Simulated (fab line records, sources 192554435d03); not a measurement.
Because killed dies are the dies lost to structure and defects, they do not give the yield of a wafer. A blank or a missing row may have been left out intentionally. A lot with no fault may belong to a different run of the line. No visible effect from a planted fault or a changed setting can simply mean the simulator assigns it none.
Matching of chambers    flow n5Finfet    N5_BEOL_M7_ALD_77 on aldMetal-04: 3 sister chambers
The step deposits TaN, target thk 2 nm, pulse time 2 s, purge time 3 s. 3 wafers are shown with their chamber, then 4 later ones without.

## WAFERS, EACH WITH ITS CHAMBER
wafer   chamber  heaterPowerW (W)
L087.2  1        399
L090.1  0        424
L090.2  3        363

## WAFERS MISSING THEIR CHAMBER
wafer   heaterPowerW (W)
L094.3  410
L096.1  364
L096.4  419
L096.5  410

## WHICH CHAMBER EACH WENT THROUGH
wafer   from the rows above      in truth
L094.3  can't be placed: 1 or 0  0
L096.1  3                        3
L096.4  can't be placed: 0 or 1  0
L096.5  can't be placed: 1 or 0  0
Correctly placed: 1 of 4. These rows do not allow placing 3 (true chamber among the candidates in 3). Number placed wrongly: 0.
How it was worked out, from the rows above alone: a wafer's distance from a chamber is the root of the sum, over the readings, of the square of ((its reading less the chamber's mean) divided by the reading's scatter). The wafer belongs to the nearest chamber; if the next one is less than 2 further off, it can't be placed. Each chamber's mean is taken over the wafers shown for it. The scatter: root of mean squared gap, hidden wafer to nearest shown wafer, with one shown wafer a chamber.
